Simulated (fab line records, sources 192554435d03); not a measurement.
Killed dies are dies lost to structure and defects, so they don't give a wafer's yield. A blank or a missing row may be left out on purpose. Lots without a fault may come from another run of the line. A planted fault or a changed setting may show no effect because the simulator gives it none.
Chamber matching | flow n5_finfet | N5_HKMG_FIN_DESCUM_53 on rie_diel-05: 4 sister chambers
The step chemistry O2, time 7.9 s. 4 wafers are shown with their chamber, then 9 later ones without.

WAFERS WITH THEIR CHAMBER
wafer  | chamber | showerhead_plenum_p_Torr (Torr)
L084.1 | 0       | 2.11
L084.4 | 3       | 2.06
L085.4 | 2       | 2.18
L085.6 | 1       | 2.05

WAFERS WITHOUT THEIR CHAMBER
wafer  | showerhead_plenum_p_Torr (Torr)
L089.2 | 2.18
L089.3 | 2.10
L089.5 | 2.05
L091.2 | 2.06
L091.5 | 2.10
L091.6 | 2.06
L096.2 | 2.05
L096.5 | 2.05
L096.6 | 2.17

WHICH CHAMBER EACH WENT THROUGH
wafer  | from the rows above     | in truth
L089.2 | 2                       | 2
L089.3 | 0                       | 0
L089.5 | can't be placed: 1 or 3 | 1
L091.2 | can't be placed: 3 or 1 | 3
L091.5 | 0                       | 0
L091.6 | can't be placed: 3 or 1 | 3
L096.2 | can't be placed: 1 or 3 | 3
L096.5 | can't be placed: 1 or 3 | 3
L096.6 | 2                       | 2
Placed correctly: 4 of 9. Can't be placed from these rows: 5 (the true chamber is among the candidates in 5). Placed wrongly: 0.
How it was worked out, from the rows above alone: a wafer's distance from a chamber is the root of the sum, over the readings, of the square of ((its reading less the chamber's mean) divided by the reading's scatter). The wafer belongs to the nearest chamber; if the next one is less than 2 further off, it can't be placed. A chamber's mean is the mean of its shown wafers. The scatter: with one shown wafer a chamber, the root of the mean of the squares of how far each hidden wafer lies from its nearest shown one.
